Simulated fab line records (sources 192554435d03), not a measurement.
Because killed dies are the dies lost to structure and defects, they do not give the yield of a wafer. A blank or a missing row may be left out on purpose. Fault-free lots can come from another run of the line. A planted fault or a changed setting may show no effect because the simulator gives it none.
Split-lot experiment + flow n5_finfet + 7 lots, 21 wafers read, on a route of 1938 steps

ON THE SPLIT
At N5_BEOL_M10_VIA_ETCH_34 (etches SiCOH lowk in C4F6/O2, target depth 184.5 nm, time 69.2 s), the setting time_s was moved away from the recipe's 69.2 s on 4 of the 21 wafers read, by -16.8% to +18.8%. This setting was run at the recipe's value on the other wafers.

The reading comes from the split's own step.

THE READING
SOC_of_BEOL_M10_COAT_63.thk_nm (the simulator's own value, which no gauge read), in nm, at N5_BEOL_M10_VIA_ETCH_34 (etches SiCOH lowk in C4F6/O2, target depth 184.5 nm, time 69.2 s). The file gives no usual value for it. Here, 17 wafers ran the recipe; their average is 92.1 nm with a standard deviation of 0.51 nm.

| wafer  | tool, chamber at the split | time_s as run, s | against the recipe | SOC_of_BEOL_M10_COAT_63.thk_nm, nm | against lot-mates on the recipe |
|--------|----------------------------|------------------|--------------------|------------------------------------|---------------------------------|
| L077.2 | rie_diel-04, 0             | 69.2             | recipe             | 91.8                               | -                               |
| L077.4 | rie_diel-04, 2             | 69.2             | recipe             | 91.4                               | -                               |
| L077.5 | rie_diel-04, 1             | 69.2             | recipe             | 92                                 | -                               |
| L075.1 | rie_diel-05, 1             | 57.6             | -16.8%             | 93.2                               | +1.2                            |
| L075.5 | rie_diel-05, 3             | 57.6             | -16.8%             | 93.4                               | +1.4                            |
| L075.6 | rie_diel-05, 0             | 69.2             | recipe             | 92                                 | -                               |
| L081.2 | rie_diel-02, 0             | 69.2             | recipe             | 93                                 | -                               |
| L081.4 | rie_diel-02, 2             | 69.2             | recipe             | 92.4                               | -                               |
| L081.6 | rie_diel-02, 2             | 69.2             | recipe             | 92.6                               | -                               |
| L090.4 | rie_diel-02, 2             | 69.2             | recipe             | 91.4                               | -                               |
| L090.5 | rie_diel-02, 0             | 69.2             | recipe             | 91.4                               | -                               |
| L090.6 | rie_diel-02, 1             | 69.2             | recipe             | 91.2                               | -                               |
| L091.3 | rie_diel-04, 1             | 69.2             | recipe             | 92.4                               | -                               |
| L091.5 | rie_diel-04, 3             | 69.2             | recipe             | 92.6                               | -                               |
| L091.6 | rie_diel-04, 2             | 69.2             | recipe             | 92.6                               | -                               |
| L092.1 | rie_diel-04, 0             | 69.2             | recipe             | 92.2                               | -                               |
| L092.3 | rie_diel-04, 1             | 69.2             | recipe             | 92.6                               | -                               |
| L092.4 | rie_diel-04, 3             | 69.2             | recipe             | 92.2                               | -                               |
| L093.1 | rie_diel-05, 1             | 82.19            | +18.8%             | 90.4                               | -1.6                            |
| L093.3 | rie_diel-05, 3             | 82.19            | +18.8%             | 90.6                               | -1.4                            |
| L093.6 | rie_diel-05, 1             | 69.2             | recipe             | 92                                 | -                               |

THE FIT
A straight line over all 21 wafers: SOC_of_BEOL_M10_COAT_63.thk_nm changes by -0.0791 nm for each +1% of time_s; r = -0.80; the points scatter about the line by 0.49 nm.
The same after taking each lot's own level away (the mean of its wafers on the recipe; 21 wafers): -0.0788 nm for each +1%; r = -0.97; scatter 0.17 nm.
According to that fit, moving time_s by its largest amount changes the reading by 1.5 nm.
Across the lots, their own levels run from 91.33 to 92.67 nm, a range of 2.6 times the standard deviation given above.
So the lot-to-lot level blurs the effect unless lot-mates are compared.
Check: -1.43 nm against its lot-mates is what the line predicts for one of the wafers moved furthest among these (+18.8%) when that wafer is left out of the fit. Against them it came out at -1.6 nm.

ADDITIONAL SPLITS CARRIED BY THESE WAFERS
Note: prior to the reading, these wafers also went through further splits. Each is held against what the fit with the lots' levels taken away leaves over:
| other split on the same wafers   | wafers away from the commonest value | r with SOC_of_BEOL_M10_COAT_63.thk_nm (lot level and that fit taken away) |
|----------------------------------|--------------------------------------|---------------------------------------------------------------------------|
| N5_BEOL_M6_TRENCH_ETCH_37 time_s | 8                                    | +0.16                                                                     |
| N5_BEOL_M7_DEP_56 time_s         | 10                                   | +0.17                                                                     |
| N5_BEOL_M8_EXPOSE_25 dose_mj     | 8                                    | -0.21                                                                     |
| N5_BEOL_M8_DESCUM_33 time_s      | 7                                    | -0.12                                                                     |

THE WHOLE CHAIN: every reading that the file lists as answering this split, in the file's order
| step                    | what it does                                                     | reading                                                                         | change (the file's fit)                | r (the file's) |
|-------------------------|------------------------------------------------------------------|---------------------------------------------------------------------------------|----------------------------------------|----------------|
| N5_BEOL_M10_VIA_ETCH_34 | etches SiCOH lowk in C4F6/O2, target depth 184.5 nm, time 69.2 s | etch.depth_nm (the simulator's own value, which no gauge read)                  | +1.81 nm for each +1% of the setting   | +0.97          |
| N5_BEOL_M10_VIA_ETCH_34 | etches SiCOH lowk in C4F6/O2, target depth 184.5 nm, time 69.2 s | SOC_of_BEOL_M10_COAT_63.thk_nm (the simulator's own value, which no gauge read) | -0.0789 nm for each +1% of the setting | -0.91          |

THE FILE'S OWN FIT
SOC_of_BEOL_M10_COAT_63.thk_nm changes by -0.0789 nm for each +1% of time_s, r = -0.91.
